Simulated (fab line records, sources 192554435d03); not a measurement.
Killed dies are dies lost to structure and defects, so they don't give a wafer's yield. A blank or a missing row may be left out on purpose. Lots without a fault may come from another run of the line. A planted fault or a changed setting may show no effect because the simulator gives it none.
A struck lot beside a sound one | flow n5_finfet | 21 steps out of a route of 1938
Sound: wafers L388.3, L388.5, L388.6. Struck: wafers L390.1, L390.4, L390.6. The cause comes at the end.
At each step with rows: each side's tool, then ch and its chambers, then its first start. Under that, the readings that differ: sound wafers | struck wafers | difference of the means | sigmas: that difference in standard deviations of wafers without a fault.
alike: readings whose means differ by less than 2 such deviations, and words and numbers that are the same on both sides. not compared: withheld readings, readings that some wafer has no value for, bounds like >300 that may hide the same value, and numbers for which the record gives no deviation and whose values overlap.
The two part at a step that has a row with sigmas, a row that says differs or no value, or rows on one side only. Numbers that don't overlap but have no deviation are shown without sigmas and don't part them. A reading that every wafer of one side lacks parts them only if that side has two wafers or more.

first, 8 steps without rows for these wafers: N5_BEOL_M13_DESCUM_15 (chemistry O2, time 7.9 s); N5_BEOL_M13_ETCH_59 (etches BARC in N2/H2, target depth 89 nm, overetch 26.7 nm, time 67.9 s); N5_BEOL_M13_VIA_ETCH_16 (etches SiOC in C4F8/O2/Ar, target depth 921.7 nm); N5_BEOL_M13_STRIP_63 (strips in N2/H2); N5_BEOL_M13_STRIP_64 (strips in N2/H2); N5_BEOL_M13_STRIP_71 (strips in post etch residue remover, time 60 s); N5_BEOL_M13_SRD_72 (time 30 s, dry time 30 s); N5_BEOL_M13_COAT_65 (time 60 s, resist thk 350 nm).
N5_BEOL_M13_COAT_66: time 60 s, resist thk 110 nm.
  sound on litho_track-01 ch 0, day 11 03:35; struck on litho_track-01 ch 0, day 11 19:14
  reading                                     | sound                | struck               | difference | sigmas
  spin_speed_rpm (rpm)                        | 1500.2 1499.8 1500.3 | 1601.4 1601.3 1601.1 | +101.2     | +99 or more
  model.SiARC_of_BEOL_M13_COAT_66.thk_nm (nm) | 110.6 110.4 110.4    | 106.6 106.8 107.2    | -3.6       |
then, 8 steps without rows for these wafers: N5_BEOL_M13_COAT_22 (resist thk 300 nm); N5_BEOL_M13_EBR_24; N5_BEOL_M13_SOFTBAKE_23 (time 60 s); N5_BEOL_M13_EXPOSE_25 (exposes mask M13, target cd 210 nm); N5_BEOL_M13_PEB_26 (peb time 90 s); N5_BEOL_M13_DEVELOP_27 (develop time 45 s); N5_BEOL_M13_HARDBAKE_32 (time 120 s); N5_BEOL_M13_DESCUM_33 (chemistry O2, time 7.9 s).
N5_BEOL_M13_ETCH_67: etches SiARC in CF4, target depth 143 nm, time 238.3 s.
  sound on rie_diel-06 ch 2,3, day 11 04:00; struck on rie_diel-02 ch 1,3, day 11 19:41
  reading                                    | sound             | struck            | difference | sigmas
  model.etch.depth_nm (nm)                   | 110.6 110.5 110.4 | 106.6 106.9 107.2 | -3.6       |
  model.coat_of_BEOL_M13_COAT_22.thk_nm (nm) | 211.6 211.8 212   | 214.2 214.2 214.4 | +2.5       |
  alike: chamber_pressure_mTorr, drypump_motor_current_A, etch_rf_on_time_s, oes_product_au, rf_vpp_V, showerhead_plenum_p_Torr, throttle_valve_pct
  not compared: rf_hours_counter_h
N5_BEOL_M13_ETCH_68: etches SOC in N2/H2, time 355 s.
  sound on rie_diel-06 ch 2,3, day 11 04:08; struck on rie_diel-02 ch 1,3, day 11 19:50
  reading                                     | sound          | struck       | difference | sigmas
  model.SiARC_of_BEOL_M13_COAT_66.thk_nm (nm) | 77.4 76.6 77.2 | 73.6 73.6 74 | -3.3       |
  alike: chamber_pressure_mTorr, drypump_motor_current_A, n2_flow_sccm, oes_product_au, rf_vpp_V, showerhead_plenum_p_Torr, throttle_valve_pct
  not compared: rf_hours_counter_h
then, 1 step without rows for these wafers: N5_BEOL_M13_STRIP_69 (strips in N2/H2).
N5_PASSIVATION_PROBE_49:
  sound on prober-02, day 12 08:08; struck on prober-02, day 13 07:41
  reading              | sound | struck  | difference | sigmas
  sort_bin_8_speed (%) | 0 0 0 | 0 4.3 0 | +1         | +4
  alike: defect_limited_yield, killed_at_M0_to_M3, killed_at_M4_up, killed_at_contacts, killed_at_front_end, killed_at_other, killed_dies, killed_open, killed_short, sort_bin_4_leakage, sort_bin_5_function, sort_bin_6_memory, sort_n_pass, sort_yield_pct

WHERE THEY PART
First at N5_BEOL_M13_COAT_66; last, within this record, at N5_PASSIVATION_PROBE_49.

WHY: what the simulator had put in
Process parameter drift: litho_track-01, from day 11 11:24 on, at N5_BEOL_M13_COAT_66. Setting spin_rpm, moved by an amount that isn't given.
